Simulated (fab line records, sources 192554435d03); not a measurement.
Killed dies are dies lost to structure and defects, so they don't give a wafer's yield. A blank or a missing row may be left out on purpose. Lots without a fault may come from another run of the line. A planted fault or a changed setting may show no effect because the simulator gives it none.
One fault seen from 2 desks | flow n5_finfet | each desk has only its own numbers; what lay behind them comes last

THE TOOL OWNER'S DESK: rie_metal-03
The tool's own readings at N5_GATE_CUT_CUT_ETCH_53 (etches W in SF6/Cl2, target depth 79.2 nm): means of the sampled wafers that have a number, for each lot that ran on this tool. A lot is out of limits, marked OUT, if its mean lies more than 4 standard deviations from the usual mean; the brackets give that distance.
Columns: A = chamber_pressure_mTorr at N5_GATE_CUT_CUT_ETCH_53, usual 8.000 mTorr; B = drypump_motor_current_A at N5_GATE_CUT_CUT_ETCH_53, usual 5.9 A; C = etch_rf_on_time_s at N5_GATE_CUT_CUT_ETCH_53, usual 26.2 s; D = oes_product_au at N5_GATE_CUT_CUT_ETCH_53, usual 0.71 a.u.; E = throttle_valve_pct at N5_GATE_CUT_CUT_ETCH_53, usual 29.0 %
lot  | first seen here | A     | B   | C               | D    | E
L381 | day 7 16:37     | 7.994 | 6.2 | 21.9 (-9.7) OUT | 0.79 | 28.9
L384 | day 8 12:50     | 7.993 | 6.1 | 24.2 (-4.5) OUT | 0.66 | 28.8
This desk's finding: out of limits on L381, L384; first on L381, day 7 16:37 (etch_rf_on_time_s at N5_GATE_CUT_CUT_ETCH_53). In limits: none.

THE METROLOGY DESK
What the gauges read, lot by lot, whatever tool the lot ran on: means of the sampled wafers that have a number. A lot is out of limits, marked OUT, if its mean lies more than 4 standard deviations from the usual mean; the brackets give that distance. Of its 10 readings 7 are shown: those that lie furthest out on some lot.
Columns: A = DIBL_P at N5_BEOL_M4_RC_MEAS_101, usual 36.2 mV/V; B = IOFF_P at N5_BEOL_M4_RC_MEAS_101, usual 0.21 nA/um; C = ION_N at N5_BEOL_M4_RC_MEAS_101, usual 675 uA/um; D = SS_N at N5_BEOL_M4_RC_MEAS_101, usual 71.4 mV/dec; E = SS_P at N5_BEOL_M4_RC_MEAS_101, usual 73.2 mV/dec; F = VT_N at N5_BEOL_M4_RC_MEAS_101, usual 250.2 mV; G = VT_P at N5_BEOL_M4_RC_MEAS_101, usual -251 mV
lot  | first seen here | A    | B    | C   | D    | E    | F     | G
L369 | day 9 00:48     | 35.5 | 0.26 | 670 | 71.0 | 73.5 | 250.7 | -243
L373 | day 10 23:41    | 37.4 | 0.21 | 678 | 71.7 | 73.1 | 249.7 | -248
L376 | day 12 05:21    | 36.4 | 0.19 | 668 | 71.7 | 73.0 | 251.7 | -253
L381 | day 13 12:22    | 37.4 | 0.20 | 662 | 72.3 | 72.8 | 250.8 | -251
L384 | day 13 22:02    | 35.4 | 0.23 | 667 | 70.9 | 73.1 | 248.8 | -247
L388 | day 15 04:00    | 33.5 | 0.19 | 668 | 70.7 | 72.6 | 255.1 | -252
L391 | day 15 08:19    | 35.9 | 0.24 | 676 | 71.4 | 73.4 | 249.6 | -246
L392 | day 15 11:02    | 37.1 | 0.22 | 673 | 71.7 | 73.2 | 251.0 | -251
This desk's finding: nothing out of limits on any of the 8 lots.

PUT TOGETHER
The tool owner's desk could have raised an alarm at day 7 16:37, on L381, L384.
The metrology desk saw nothing out of limits.
The metrology desk has L381, L384 on record, within its limits.
Of the lots named, all ran N5_GATE_CUT_CUT_ETCH_53 on rie_metal-03.

WHAT THE SIMULATOR HAD PUT IN
Process parameter drift: rie_metal-03, from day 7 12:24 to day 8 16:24, at N5_GATE_CUT_CUT_ETCH_53. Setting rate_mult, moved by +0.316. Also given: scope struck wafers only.
Lots struck among those shown: L381, L384.
Hours from the fault's start to each desk's first reading out of limits: the tool owner's desk, 4.
